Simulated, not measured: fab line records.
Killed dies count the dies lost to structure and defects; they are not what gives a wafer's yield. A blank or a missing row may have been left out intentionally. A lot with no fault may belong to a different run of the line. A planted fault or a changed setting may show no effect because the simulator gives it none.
Lot-split experiment + flow n5 finfet + 7 lots, 39 wafers read, on a route of 1938 steps

ABOUT THE SPLIT
At N5_SD_EPI_P_EPI_21 (deposits SiGe:B, time 355 s), the setting time s was moved away from the recipe's 355 s on 18 of the 39 wafers read, by -52.1% to +47.3%. All remaining wafers had this setting at the recipe value.

The reading is taken at the split's own step.

THE READING
SiGe-B_of_SD_EPI_P_EPI_21.thk nm (the simulator's own value, which no gauge read), in nm, at N5_SD_EPI_P_EPI_21 (deposits SiGe:B, time 355 s). The file gives no usual value for it. Average 60.9 nm, standard deviation 0.61 nm, over the 21 wafers here run with the recipe.

| wafer  | tool, chamber at the split | time s as run, s | against the recipe | SiGe-B_of_SD_EPI_P_EPI_21.thk nm, nm | against lot-mates on the recipe |
|--------|----------------------------|------------------|--------------------|--------------------------------------|---------------------------------|
| L076.1 | epi rpcvd-04, 0            | 522.9            | +47.3%             | 79                                   | +18.7                           |
| L076.2 | epi rpcvd-04, 0            | 522.9            | +47.3%             | 79.8                                 | +19.5                           |
| L076.3 | epi rpcvd-04, 0            | 355              | recipe             | 60.4                                 | -                               |
| L076.4 | epi rpcvd-04, 0            | 355              | recipe             | 61                                   | -                               |
| L076.5 | epi rpcvd-04, 0            | 355              | recipe             | 59.6                                 | -                               |
| L076.6 | epi rpcvd-04, 0            | 522.9            | +47.3%             | 80                                   | +19.7                           |
| L081.1 | epi rpcvd-02, 0            | 170              | -52.1%             | 31.8                                 | -29.6                           |
| L081.2 | epi rpcvd-02, 0            | 355              | recipe             | 61                                   | -                               |
| L081.3 | epi rpcvd-02, 0            | 170              | -52.1%             | 32                                   | -29.4                           |
| L081.4 | epi rpcvd-02, 0            | 355              | recipe             | 62                                   | -                               |
| L081.5 | epi rpcvd-02, 0            | 170              | -52.1%             | 32.2                                 | -29.2                           |
| L081.6 | epi rpcvd-02, 0            | 355              | recipe             | 61.2                                 | -                               |
| L084.1 | epi rpcvd-04, 0            | 355              | recipe             | 60.6                                 | -                               |
| L084.2 | epi rpcvd-04, 0            | 355              | recipe             | 60.6                                 | -                               |
| L084.3 | epi rpcvd-04, 0            | 415.9            | +17.2%             | 67.2                                 | +6.3                            |
| L084.4 | epi rpcvd-04, 0            | 415.9            | +17.2%             | 68                                   | +7.1                            |
| L084.5 | epi rpcvd-04, 0            | 415.9            | +17.2%             | 68.6                                 | +7.7                            |
| L084.6 | epi rpcvd-04, 0            | 355              | recipe             | 61.6                                 | -                               |
| L087.1 | epi rpcvd-04, 0            | 265.9            | -25.1%             | 50                                   | -10.8                           |
| L087.6 | epi rpcvd-04, 0            | 265.9            | -25.1%             | 50                                   | -10.8                           |
| L087.2 | epi rpcvd-04, 0            | 355              | recipe             | 60.8                                 | -                               |
| L087.3 | epi rpcvd-04, 0            | 355              | recipe             | 60.8                                 | -                               |
| L087.4 | epi rpcvd-04, 0            | 355              | recipe             | 60.8                                 | -                               |
| L087.5 | epi rpcvd-04, 0            | 265.9            | -25.1%             | 49.8                                 | -11.0                           |
| L093.1 | epi rpcvd-02, 0            | 355              | recipe             | 60.4                                 | -                               |
| L093.2 | epi rpcvd-02, 0            | 210.2            | -40.8%             | 39.6                                 | -20.9                           |
| L093.3 | epi rpcvd-02, 0            | 355              | recipe             | 60.6                                 | -                               |
| L093.6 | epi rpcvd-02, 0            | 355              | recipe             | 60.6                                 | -                               |
| L093.4 | epi rpcvd-02, 0            | 210.2            | -40.8%             | 38.6                                 | -21.9                           |
| L093.5 | epi rpcvd-02, 0            | 210.2            | -40.8%             | 39.4                                 | -21.1                           |
| L096.1 | epi rpcvd-03, 0            | 205.6            | -42.1%             | 38.8                                 | -22.9                           |
| L096.3 | epi rpcvd-03, 0            | 205.6            | -42.1%             | 38.8                                 | -22.9                           |
| L096.6 | epi rpcvd-03, 0            | 205.6            | -42.1%             | 38.8                                 | -22.9                           |
| L096.2 | epi rpcvd-03, 0            | 355              | recipe             | 61                                   | -                               |
| L096.4 | epi rpcvd-03, 0            | 355              | recipe             | 62.2                                 | -                               |
| L096.5 | epi rpcvd-03, 0            | 355              | recipe             | 61.8                                 | -                               |
| L097.2 | epi rpcvd-04, 0            | 355              | recipe             | 60.6                                 | -                               |
| L097.3 | epi rpcvd-04, 0            | 355              | recipe             | 60.2                                 | -                               |
| L097.5 | epi rpcvd-04, 0            | 355              | recipe             | 60.4                                 | -                               |

THE FIT
A straight line over all 39 wafers: SiGe-B_of_SD_EPI_P_EPI_21.thk nm changes by +0.485 nm for each +1% of time s; r = +0.99; the points scatter about the line by 1.6 nm.
The same after taking each lot's own level away (the mean of its wafers on the recipe; 39 wafers): +0.493 nm for each +1%; r = +0.99; scatter 1.6 nm.
That fit puts the effect of the largest move of time s on the reading at 26 nm.
The lots' own levels span 60.33 to 61.67 nm, that is 2.2 times the standard deviation above.
So the lot-to-lot level changes the slope little: the two slopes agree.
Check: -26.2 nm against its lot-mates is what the line predicts for one of the wafers moved furthest among these (-52.1%) when that wafer is left out of the fit. Against them it came out at -29.6 nm.

FURTHER SPLITS ON THESE WAFERS
Other splits were also applied to these wafers ahead of the reading. Each is held against what the fit with the lots' levels taken away leaves over:
| other split on the same wafers        | wafers away from the commonest value | r with SiGe-B_of_SD_EPI_P_EPI_21.thk nm (lot level and that fit taken away) |
|---------------------------------------|--------------------------------------|-----------------------------------------------------------------------------|
| N5_FIN_SAQP_SPACER1_ALD_24 ald cycles | 12                                   | -0.15                                                                       |

THE WHOLE CHAIN: every reading that the file lists as answering this split, in the file's order
| step                    | what it does                | reading                                                                           | change (the file's fit)               | r (the file's) |
|-------------------------|-----------------------------|-----------------------------------------------------------------------------------|---------------------------------------|----------------|
| N5_SD_EPI_P_EPI_21      | deposits SiGe:B, time 355 s | SiGe-B_of_SD_EPI_P_EPI_21.thk nm (the simulator's own value, which no gauge read) | +0.501 nm for each +1% of the setting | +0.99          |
| N5_SD_EPI_P_EPI_MEAS_23 |                             | thk nm                                                                            | withheld for each +1% of the setting  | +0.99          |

THE FILE'S OWN FIT
SiGe-B_of_SD_EPI_P_EPI_21.thk nm changes by +0.501 nm for each +1% of time s, r = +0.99.
